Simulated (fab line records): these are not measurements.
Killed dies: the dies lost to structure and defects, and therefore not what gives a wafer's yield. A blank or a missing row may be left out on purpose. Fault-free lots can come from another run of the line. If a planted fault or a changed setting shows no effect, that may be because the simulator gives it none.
Which tool was responsible? :: flow n5-finfet :: 24 lots, 72 wafers sampled, at 6 steps of a route of 1938

WHAT THE GAUGES READ, wafer by wafer
N5_BEOL_M4_INSPECT_59: inspects for defects (darkfield). Usual: raw-defect-count reads 80 (standard deviation 23).
lot: L074
measured: day 7 16:14
on: defect-inspect-02
raw-defect-count: 101 90 87
flag: 

lot: L075
measured: day 8 07:16
on: defect-inspect-02
raw-defect-count: 81 138 96
flag: 

lot: L076
measured: day 8 09:01
on: defect-inspect-02
raw-defect-count: 71 93 111
flag: 

lot: L077
measured: day 8 16:05
on: defect-inspect-02
raw-defect-count: 65 82 78
flag: 

lot: L079
measured: day 8 17:52
on: defect-inspect-02
raw-defect-count: 51 49 45
flag: 

lot: L078
measured: day 8 18:01
on: defect-inspect-02
raw-defect-count: 55 79 64
flag: 

lot: L080
measured: day 9 17:52
on: defect-inspect-01
raw-defect-count: 53 71 55
flag: 

lot: L081
measured: day 10 00:24
on: defect-inspect-02
raw-defect-count: 52 86 61
flag: 

lot: L082
measured: day 10 13:49
on: defect-inspect-01
raw-defect-count: 82 101 83
flag: 

lot: L083
measured: day 10 21:17
on: defect-inspect-01
raw-defect-count: 124 111 123
flag: 

lot: L084
measured: day 11 00:11
on: defect-inspect-02
raw-defect-count: 53 58 59
flag: 

lot: L085
measured: day 11 04:07
on: defect-inspect-02
raw-defect-count: 60 67 35
flag: 

lot: L086
measured: day 11 06:00
on: defect-inspect-02
raw-defect-count: 52 94 64
flag: 

lot: L088
measured: day 11 14:58
on: defect-inspect-01
raw-defect-count: 82 103 82
flag: 

lot: L087
measured: day 11 15:14
on: defect-inspect-01
raw-defect-count: 71 69 132
flag: 

lot: L089
measured: day 12 04:46
on: defect-inspect-01
raw-defect-count: 66 64 69
flag: 

lot: L091
measured: day 12 07:34
on: defect-inspect-02
raw-defect-count: 67 72 46
flag: 

lot: L090
measured: day 12 10:38
on: defect-inspect-02
raw-defect-count: 61 72 148
flag: 

lot: L092
measured: day 12 15:35
on: defect-inspect-01
raw-defect-count: 88 122 66
flag: 

lot: L093
measured: day 13 04:10
on: defect-inspect-01
raw-defect-count: 83 50 106
flag: 

lot: L094
measured: day 13 04:54
on: defect-inspect-01
raw-defect-count: 96 101 78
flag: 

lot: L095
measured: day 13 19:20
on: defect-inspect-01
raw-defect-count: 87 66 55
flag: 

lot: L096
measured: day 13 22:00
on: defect-inspect-01
raw-defect-count: 134 63 65
flag: 

lot: L097
measured: day 14 03:20
on: defect-inspect-02
raw-defect-count: 110 83 64
flag: 

N5_BEOL_M5_CD_MEAS_11: the cd target is 27.74 nm. Usual: cd-nm reads 27.95 nm (standard deviation 0.24).
lot: L074
measured: day 7 19:13
on: cd-sem-03
cd-nm (nm): 28.39 27.99 28.40
flag: 

lot: L075
measured: day 8 10:37
on: cd-sem-03
cd-nm (nm): 27.86 27.85 27.53
flag: 

lot: L076
measured: day 8 11:08
on: cd-sem-01
cd-nm (nm): 27.86 27.79 27.84
flag: 

lot: L077
measured: day 8 18:24
on: cd-sem-03
cd-nm (nm): 27.87 28.04 27.67
flag: 

lot: L079
measured: day 8 21:01
on: cd-sem-02
cd-nm (nm): 27.60 27.82 27.64
flag: 

lot: L078
measured: day 8 21:16
on: cd-sem-02
cd-nm (nm): 27.93 27.73 28.16
flag: 

lot: L080
measured: day 9 20:29
on: cd-sem-02
cd-nm (nm): 28.24 28.25 28.35
flag: 

lot: L081
measured: day 10 02:55
on: cd-sem-01
cd-nm (nm): 27.68 27.80 27.74
flag: 

lot: L082
measured: day 10 16:22
on: cd-sem-02
cd-nm (nm): 28.29 27.63 27.95
flag: 

lot: L083
measured: day 11 00:23
on: cd-sem-03
cd-nm (nm): 27.83 28.00 27.90
flag: 

lot: L084
measured: day 11 03:06
on: cd-sem-01
cd-nm (nm): 28.20 27.79 27.74
flag: 

lot: L085
measured: day 11 08:35
on: cd-sem-02
cd-nm (nm): 27.72 27.73 27.85
flag: 

lot: L086
measured: day 11 09:29
on: cd-sem-02
cd-nm (nm): 27.98 27.84 27.75
flag: 

lot: L088
measured: day 11 19:10
on: cd-sem-02
cd-nm (nm): 28.08 28.37 28.18
flag: 

lot: L087
measured: day 11 19:24
on: cd-sem-03
cd-nm (nm): 27.65 27.80 28.01
flag: 

lot: L089
measured: day 12 07:16
on: cd-sem-02
cd-nm (nm): 28.27 28.07 28.03
flag: 

lot: L091
measured: day 12 10:41
on: cd-sem-03
cd-nm (nm): 27.73 28.33 28.21
flag: 

lot: L090
measured: day 12 13:53
on: cd-sem-03
cd-nm (nm): 28.14 28.36 28.27
flag: 

lot: L092
measured: day 12 18:46
on: cd-sem-01
cd-nm (nm): 28.04 27.85 28.25
flag: 

lot: L093
measured: day 13 06:50
on: cd-sem-01
cd-nm (nm): 28.37 27.86 27.88
flag: 

lot: L094
measured: day 13 07:15
on: cd-sem-01
cd-nm (nm): 27.54 27.73 28.38
flag: 

lot: L095
measured: day 13 22:19
on: cd-sem-03
cd-nm (nm): 28.15 27.85 28.16
flag: 

lot: L096
measured: day 14 00:47
on: cd-sem-03
cd-nm (nm): 27.88 27.83 27.99
flag: 

lot: L097
measured: day 14 07:26
on: cd-sem-01
cd-nm (nm): 28.07 27.70 28.05
flag: 

N5_BEOL_M5_OVL_MEAS_29. Usual: V4_OVL gives -0.1 nm (standard deviation 0.57).
lot: L074
measured: day 7 23:21
on: overlay-02
V4_OVL (nm): 1.2 -0.4 1.1
flag: 

lot: L075
measured: day 8 13:16
on: overlay-02
V4_OVL (nm): 0.5 1.1 0.6
flag: 

lot: L076
measured: day 8 13:14
on: overlay-01
V4_OVL (nm): 0.1 1.4 0.8
flag: 

lot: L077
measured: day 8 20:54
on: overlay-02
V4_OVL (nm): -0.3 0.0 0.0
flag: 

lot: L079
measured: day 9 02:02
on: overlay-01
V4_OVL (nm): 0.6 -0.2 -0.4
flag: 

lot: L078
measured: day 9 02:12
on: overlay-01
V4_OVL (nm): -0.2 -0.2 0.6
flag: 

lot: L080
measured: day 9 21:23
on: overlay-01
V4_OVL (nm): -0.4 0.4 0.0
flag: 

lot: L081
measured: day 10 04:26
on: overlay-01
V4_OVL (nm): 0.9 0.3 -0.3
flag: 

lot: L082
measured: day 10 17:27
on: overlay-02
V4_OVL (nm): -0.1 -0.2 0.8
flag: 

lot: L083
measured: day 11 01:31
on: overlay-02
V4_OVL (nm): -0.2 -0.5 -0.2
flag: 

lot: L084
measured: day 11 04:53
on: overlay-01
V4_OVL (nm): 0.2 0.0 -0.2
flag: 

lot: L085
measured: day 11 10:34
on: overlay-02
V4_OVL (nm): -0.1 -0.1 0.1
flag: 

lot: L086
measured: day 11 10:23
on: overlay-02
V4_OVL (nm): 0.1 0.6 0.1
flag: 

lot: L088
measured: day 11 20:17
on: overlay-02
V4_OVL (nm): -0.1 0.3 0.1
flag: 

lot: L087
measured: day 11 20:34
on: overlay-01
V4_OVL (nm): -0.1 -0.3 -0.5
flag: 

lot: L089
measured: day 12 09:11
on: overlay-01
V4_OVL (nm): 0.5 -0.1 0.0
flag: 

lot: L091
measured: day 12 12:22
on: overlay-01
V4_OVL (nm): -0.6 -0.8 -0.6
flag: 

lot: L090
measured: day 12 17:12
on: overlay-01
V4_OVL (nm): -0.8 -0.2 -0.8
flag: 

lot: L092
measured: day 12 22:16
on: overlay-01
V4_OVL (nm): 0.4 0.0 0.5
flag: 

lot: L093
measured: day 13 08:45
on: overlay-02
V4_OVL (nm): -0.5 -0.7 -1.2
flag: 

lot: L094
measured: day 13 08:56
on: overlay-02
V4_OVL (nm): 0.4 0.8 0.6
flag: 

lot: L095
measured: day 13 23:47
on: overlay-02
V4_OVL (nm): -0.6 0.5 1.1
flag: 

lot: L096
measured: day 14 02:27
on: overlay-02
V4_OVL (nm): -0.8 -0.2 -0.3
flag: 

lot: L097
measured: day 14 09:25
on: overlay-02
V4_OVL (nm): -1.1 -0.6 -1.0
flag: 

EACH LOT AND THE TOOL THAT RAN IT (in order: tool; ch and the chambers of the sampled wafers; start)
lot: L074
N5_BEOL_M4_ANNEAL_82: pvd-sputter-01, day 7 13:56
N5_BEOL_M4_DEP_57: pecvd-03 ch 0,1, day 7 16:09
N5_BEOL_M5_PECVD_70: pecvd-02 ch 0,1, day 7 17:53

lot: L075
N5_BEOL_M4_ANNEAL_82: pvd-sputter-01, day 8 04:53
N5_BEOL_M4_DEP_57: pecvd-03 ch 1,2, day 8 07:11
N5_BEOL_M5_PECVD_70: pecvd-04 ch 0,2, day 8 08:52

lot: L076
N5_BEOL_M4_ANNEAL_82: pvd-sputter-03, day 8 06:41
N5_BEOL_M4_DEP_57: pecvd-02 ch 0,1,2, day 8 08:56
N5_BEOL_M5_PECVD_70: pecvd-01 ch 0,1,2, day 8 10:42

lot: L077
N5_BEOL_M4_ANNEAL_82: pvd-sputter-01, day 8 13:43
N5_BEOL_M4_DEP_57: pecvd-02 ch 0,1,2, day 8 16:00
N5_BEOL_M5_PECVD_70: pecvd-02 ch 0,1, day 8 17:41

lot: L079
N5_BEOL_M4_ANNEAL_82: pvd-sputter-01, day 8 15:34
N5_BEOL_M4_DEP_57: pecvd-03 ch 0,1,2, day 8 17:48
N5_BEOL_M5_PECVD_70: pecvd-02 ch 0,1,2, day 8 19:29

lot: L078
N5_BEOL_M4_ANNEAL_82: pvd-sputter-02, day 8 15:41
N5_BEOL_M4_DEP_57: pecvd-04 ch 0,2, day 8 17:55
N5_BEOL_M5_PECVD_70: pecvd-02 ch 0,2, day 8 20:05

lot: L080
N5_BEOL_M4_ANNEAL_82: pvd-sputter-01, day 9 15:32
N5_BEOL_M4_DEP_57: pecvd-02 ch 0,2, day 9 17:46
N5_BEOL_M5_PECVD_70: pecvd-02 ch 1,2, day 9 19:27

lot: L081
N5_BEOL_M4_ANNEAL_82: pvd-sputter-02, day 9 22:01
N5_BEOL_M4_DEP_57: pecvd-03 ch 0,1, day 10 00:17
N5_BEOL_M5_PECVD_70: pecvd-01 ch 1,2, day 10 02:01

lot: L082
N5_BEOL_M4_ANNEAL_82: pvd-sputter-03, day 10 11:30
N5_BEOL_M4_DEP_57: pecvd-04 ch 0,1,2, day 10 13:43
N5_BEOL_M5_PECVD_70: pecvd-04 ch 0,1, day 10 15:25

lot: L083
N5_BEOL_M4_ANNEAL_82: pvd-sputter-02, day 10 18:53
N5_BEOL_M4_DEP_57: pecvd-02 ch 0,1,2, day 10 21:12
N5_BEOL_M5_PECVD_70: pecvd-04 ch 1,2, day 10 22:54

lot: L084
N5_BEOL_M4_ANNEAL_82: pvd-sputter-02, day 10 21:52
N5_BEOL_M4_DEP_57: pecvd-03 ch 0,1, day 11 00:05
N5_BEOL_M5_PECVD_70: pecvd-04 ch 0,1,2, day 11 01:47

lot: L085
N5_BEOL_M4_ANNEAL_82: pvd-sputter-01, day 11 01:47
N5_BEOL_M4_DEP_57: pecvd-03 ch 1,2, day 11 04:02
N5_BEOL_M5_PECVD_70: pecvd-02 ch 0,2, day 11 05:43

lot: L086
N5_BEOL_M4_ANNEAL_82: pvd-sputter-01, day 11 03:40
N5_BEOL_M4_DEP_57: pecvd-03 ch 0,1,2, day 11 05:55
N5_BEOL_M5_PECVD_70: pecvd-02 ch 0,2, day 11 07:36

lot: L088
N5_BEOL_M4_ANNEAL_82: pvd-sputter-02, day 11 12:40
N5_BEOL_M4_DEP_57: pecvd-02 ch 0,1,2, day 11 14:53
N5_BEOL_M5_PECVD_70: pecvd-04 ch 0,1,2, day 11 16:34

lot: L087
N5_BEOL_M4_ANNEAL_82: pvd-sputter-03, day 11 12:55
N5_BEOL_M4_DEP_57: pecvd-04 ch 1,2, day 11 15:08
N5_BEOL_M5_PECVD_70: pecvd-02 ch 1,2, day 11 16:50

lot: L089
N5_BEOL_M4_ANNEAL_82: pvd-sputter-03, day 12 02:26
N5_BEOL_M4_DEP_57: pecvd-03 ch 0,1, day 12 04:40
N5_BEOL_M5_PECVD_70: pecvd-01 ch 0,2, day 12 06:22

lot: L091
N5_BEOL_M4_ANNEAL_82: pvd-sputter-03, day 12 05:07
N5_BEOL_M4_DEP_57: pecvd-03 ch 0,2, day 12 07:28
N5_BEOL_M5_PECVD_70: pecvd-02 ch 0,1,2, day 12 09:10

lot: L090
N5_BEOL_M4_ANNEAL_82: pvd-sputter-01, day 12 08:16
N5_BEOL_M4_DEP_57: pecvd-04 ch 1,2, day 12 10:32
N5_BEOL_M5_PECVD_70: pecvd-02 ch 0,1, day 12 13:15

lot: L092
N5_BEOL_M4_ANNEAL_82: pvd-sputter-03, day 12 13:13
N5_BEOL_M4_DEP_57: pecvd-04 ch 1,2, day 12 15:29
N5_BEOL_M5_PECVD_70: pecvd-02 ch 0,2, day 12 17:11

lot: L093
N5_BEOL_M4_ANNEAL_82: pvd-sputter-02, day 13 01:51
N5_BEOL_M4_DEP_57: pecvd-02 ch 0,2, day 13 04:04
N5_BEOL_M5_PECVD_70: pecvd-04 ch 1,2, day 13 05:46

lot: L094
N5_BEOL_M4_ANNEAL_82: pvd-sputter-03, day 13 02:35
N5_BEOL_M4_DEP_57: pecvd-04 ch 1,2, day 13 04:49
N5_BEOL_M5_PECVD_70: pecvd-04 ch 0,1,2, day 13 06:30

lot: L095
N5_BEOL_M4_ANNEAL_82: pvd-sputter-03, day 13 17:02
N5_BEOL_M4_DEP_57: pecvd-04 ch 0,1,2, day 13 19:15
N5_BEOL_M5_PECVD_70: pecvd-01 ch 1,2, day 13 20:56

lot: L096
N5_BEOL_M4_ANNEAL_82: pvd-sputter-01, day 13 19:35
N5_BEOL_M4_DEP_57: pecvd-02 ch 0,1,2, day 13 21:54
N5_BEOL_M5_PECVD_70: pecvd-04 ch 1,2, day 13 23:35

lot: L097
N5_BEOL_M4_ANNEAL_82: pvd-sputter-02, day 14 01:01
N5_BEOL_M4_DEP_57: pecvd-03 ch 0,1,2, day 14 03:15
N5_BEOL_M5_PECVD_70: pecvd-04 ch 0,2, day 14 04:56
- N5_BEOL_M4_ANNEAL_82: time 240 s.
- N5_BEOL_M4_DEP_57: deposits SiCN from 3MS/NH3, target thk 8 nm, time 14 s.
- N5_BEOL_M5_PECVD_70: deposits SiO2 from TEOS/O2, target thk 16 nm, time 18 s.

WHAT THE TOOLS THEMSELVES READ (means of the sampled wafers that have a number; where no wafer has one, the mark that the record gives instead)
N5_BEOL_M4_ANNEAL_82. Usual: heater-power-w reads 848 W (standard deviation 120).
lot: L074
tool: pvd-sputter-01
heater-power-w (W): 780
flag: 

lot: L075
tool: pvd-sputter-01
heater-power-w (W): 772
flag: 

lot: L076
tool: pvd-sputter-03
heater-power-w (W): 803
flag: 

lot: L077
tool: pvd-sputter-01
heater-power-w (W): 731
flag: 

lot: L079
tool: pvd-sputter-01
heater-power-w (W): 782
flag: 

lot: L078
tool: pvd-sputter-02
heater-power-w (W): 877
flag: 

lot: L080
tool: pvd-sputter-01
heater-power-w (W): 861
flag: 

lot: L081
tool: pvd-sputter-02
heater-power-w (W): 1008
flag: 

lot: L082
tool: pvd-sputter-03
heater-power-w (W): 831
flag: 

lot: L083
tool: pvd-sputter-02
heater-power-w (W): 987
flag: 

lot: L084
tool: pvd-sputter-02
heater-power-w (W): 1002
flag: 

lot: L085
tool: pvd-sputter-01
heater-power-w (W): 819
flag: 

lot: L086
tool: pvd-sputter-01
heater-power-w (W): 778
flag: 

lot: L088
tool: pvd-sputter-02
heater-power-w (W): 932
flag: 

lot: L087
tool: pvd-sputter-03
heater-power-w (W): 795
flag: 

lot: L089
tool: pvd-sputter-03
heater-power-w (W): 846
flag: 

lot: L091
tool: pvd-sputter-03
heater-power-w (W): 858
flag: 

lot: L090
tool: pvd-sputter-01
heater-power-w (W): 898
flag: 

lot: L092
tool: pvd-sputter-03
heater-power-w (W): 826
flag: 

lot: L093
tool: pvd-sputter-02
heater-power-w (W): 918
flag: 

lot: L094
tool: pvd-sputter-03
heater-power-w (W): 842
flag: 

lot: L095
tool: pvd-sputter-03
heater-power-w (W): 802
flag: 

lot: L096
tool: pvd-sputter-01
heater-power-w (W): 820
flag: 

lot: L097
tool: pvd-sputter-02
heater-power-w (W): 934
flag: 

N5_BEOL_M4_DEP_57. Usual: showerhead-plenum-p-Torr 3.666 Torr, standard deviation 0.012; throttle-valve-pct 8.8 %, standard deviation 0.31.
lot: L074
tool: pecvd-03
showerhead-plenum-p-Torr (Torr): 3.668
throttle-valve-pct (%): 9.0
flag: 

lot: L075
tool: pecvd-03
showerhead-plenum-p-Torr (Torr): 3.682
throttle-valve-pct (%): 8.8
flag: 

lot: L076
tool: pecvd-02
showerhead-plenum-p-Torr (Torr): 3.668
throttle-valve-pct (%): 8.7
flag: 

lot: L077
tool: pecvd-02
showerhead-plenum-p-Torr (Torr): 3.665
throttle-valve-pct (%): 8.7
flag: 

lot: L079
tool: pecvd-03
showerhead-plenum-p-Torr (Torr): 3.672
throttle-valve-pct (%): 8.8
flag: 

lot: L078
tool: pecvd-04
showerhead-plenum-p-Torr (Torr): 3.653
throttle-valve-pct (%): 8.8
flag: 

lot: L080
tool: pecvd-02
showerhead-plenum-p-Torr (Torr): 3.668
throttle-valve-pct (%): 8.6
flag: 

lot: L081
tool: pecvd-03
showerhead-plenum-p-Torr (Torr): 3.675
throttle-valve-pct (%): 8.9
flag: 

lot: L082
tool: pecvd-04
showerhead-plenum-p-Torr (Torr): 3.661
throttle-valve-pct (%): 9.1
flag: 

lot: L083
tool: pecvd-02
showerhead-plenum-p-Torr (Torr): 3.668
throttle-valve-pct (%): 8.8
flag: 

lot: L084
tool: pecvd-03
showerhead-plenum-p-Torr (Torr): 3.675
throttle-valve-pct (%): 8.7
flag: 

lot: L085
tool: pecvd-03
showerhead-plenum-p-Torr (Torr): 3.679
throttle-valve-pct (%): 8.3
flag: 

lot: L086
tool: pecvd-03
showerhead-plenum-p-Torr (Torr): 3.666
throttle-valve-pct (%): 8.7
flag: 

lot: L088
tool: pecvd-02
showerhead-plenum-p-Torr (Torr): 3.664
throttle-valve-pct (%): 8.8
flag: 

lot: L087
tool: pecvd-04
showerhead-plenum-p-Torr (Torr): 3.657
throttle-valve-pct (%): 9.0
flag: 

lot: L089
tool: pecvd-03
showerhead-plenum-p-Torr (Torr): 3.667
throttle-valve-pct (%): 8.9
flag: 

lot: L091
tool: pecvd-03
showerhead-plenum-p-Torr (Torr): 3.664
throttle-valve-pct (%): 9.0
flag: 

lot: L090
tool: pecvd-04
showerhead-plenum-p-Torr (Torr): 3.654
throttle-valve-pct (%): 8.9
flag: 

lot: L092
tool: pecvd-04
showerhead-plenum-p-Torr (Torr): 3.652
throttle-valve-pct (%): 8.9
flag: 

lot: L093
tool: pecvd-02
showerhead-plenum-p-Torr (Torr): 3.665
throttle-valve-pct (%): 8.9
flag: 

lot: L094
tool: pecvd-04
showerhead-plenum-p-Torr (Torr): 3.651
throttle-valve-pct (%): 8.9
flag: 

lot: L095
tool: pecvd-04
showerhead-plenum-p-Torr (Torr): 3.659
throttle-valve-pct (%): 9.0
flag: 

lot: L096
tool: pecvd-02
showerhead-plenum-p-Torr (Torr): 3.666
throttle-valve-pct (%): 8.6
flag: 

lot: L097
tool: pecvd-03
showerhead-plenum-p-Torr (Torr): 3.672
throttle-valve-pct (%): 8.9
flag: 

N5_BEOL_M5_PECVD_70. Usual: heater-power-w 654 W, standard deviation 50; showerhead-plenum-p-Torr 8.76 Torr, standard deviation 0.042; throttle-valve-pct 22.0 %, standard deviation 0.81.
lot: L074
tool: pecvd-02
heater-power-w (W): 661
showerhead-plenum-p-Torr (Torr): 8.79
throttle-valve-pct (%): 20.9
flag: 

lot: L075
tool: pecvd-04
heater-power-w (W): 691
showerhead-plenum-p-Torr (Torr): 8.72
throttle-valve-pct (%): 21.7
flag: 

lot: L076
tool: pecvd-01
heater-power-w (W): 653
showerhead-plenum-p-Torr (Torr): 8.77
throttle-valve-pct (%): 22.8
flag: 

lot: L077
tool: pecvd-02
heater-power-w (W): 695
showerhead-plenum-p-Torr (Torr): 8.77
throttle-valve-pct (%): 21.0
flag: 

lot: L079
tool: pecvd-02
heater-power-w (W): 673
showerhead-plenum-p-Torr (Torr): 8.79
throttle-valve-pct (%): 21.4
flag: 

lot: L078
tool: pecvd-02
heater-power-w (W): 604
showerhead-plenum-p-Torr (Torr): 8.77
throttle-valve-pct (%): 21.8
flag: 

lot: L080
tool: pecvd-02
heater-power-w (W): 615
showerhead-plenum-p-Torr (Torr): 8.81
throttle-valve-pct (%): 21.0
flag: 

lot: L081
tool: pecvd-01
heater-power-w (W): 639
showerhead-plenum-p-Torr (Torr): 8.76
throttle-valve-pct (%): 22.7
flag: 

lot: L082
tool: pecvd-04
heater-power-w (W): 631
showerhead-plenum-p-Torr (Torr): 8.73
throttle-valve-pct (%): 22.4
flag: 

lot: L083
tool: pecvd-04
heater-power-w (W): 652
showerhead-plenum-p-Torr (Torr): 8.74
throttle-valve-pct (%): 22.4
flag: 

lot: L084
tool: pecvd-04
heater-power-w (W): 690
showerhead-plenum-p-Torr (Torr): 8.74
throttle-valve-pct (%): 22.3
flag: 

lot: L085
tool: pecvd-02
heater-power-w (W): 610
showerhead-plenum-p-Torr (Torr): 8.80
throttle-valve-pct (%): 21.8
flag: 

lot: L086
tool: pecvd-02
heater-power-w (W): 608
showerhead-plenum-p-Torr (Torr): 8.78
throttle-valve-pct (%): 21.8
flag: 

lot: L088
tool: pecvd-04
heater-power-w (W): 687
showerhead-plenum-p-Torr (Torr): 8.73
throttle-valve-pct (%): 22.4
flag: 

lot: L087
tool: pecvd-02
heater-power-w (W): 676
showerhead-plenum-p-Torr (Torr): 8.81
throttle-valve-pct (%): 21.1
flag: 

lot: L089
tool: pecvd-01
heater-power-w (W): 631
showerhead-plenum-p-Torr (Torr): 8.75
throttle-valve-pct (%): 23.2
flag: 

lot: L091
tool: pecvd-02
heater-power-w (W): 675
showerhead-plenum-p-Torr (Torr): 8.78
throttle-valve-pct (%): 21.4
flag: 

lot: L090
tool: pecvd-02
heater-power-w (W): 638
showerhead-plenum-p-Torr (Torr): 8.76
throttle-valve-pct (%): 21.2
flag: 

lot: L092
tool: pecvd-02
heater-power-w (W): 626
showerhead-plenum-p-Torr (Torr): 8.80
throttle-valve-pct (%): 21.8
flag: 

lot: L093
tool: pecvd-04
heater-power-w (W): 627
showerhead-plenum-p-Torr (Torr): 8.74
throttle-valve-pct (%): 22.4
flag: 

lot: L094
tool: pecvd-04
heater-power-w (W): 639
showerhead-plenum-p-Torr (Torr): 8.75
throttle-valve-pct (%): 22.3
flag: 

lot: L095
tool: pecvd-01
heater-power-w (W): 576
showerhead-plenum-p-Torr (Torr): 8.76
throttle-valve-pct (%): 22.3
flag: 

lot: L096
tool: pecvd-04
heater-power-w (W): 681
showerhead-plenum-p-Torr (Torr): 8.73
throttle-valve-pct (%): 22.1
flag: 

lot: L097
tool: pecvd-04
heater-power-w (W): 719
showerhead-plenum-p-Torr (Torr): 8.71
throttle-valve-pct (%): 22.1
flag: 

THE ANSWER, worked out from the rows above alone
Rule: a lot is off if the mean of its wafers that have a number lies more than 3 standard deviations from the usual mean. Also off: a lot with no number at a reading for which 4 or more lots have one. Where the step has rows for the other lots, those lots are counted as sound. Order of review: gauges by route order, followed by the tools' own readings, for which a lot's mean as printed above is used. The first step at which some lot is off is used, and at that step the reading that is off furthest; a lot without a number counts as furthest.
Across all readings shown, no lot is off: no conclusion can be drawn from this.

WHAT HAD BEEN PUT IN BY THE SIMULATOR
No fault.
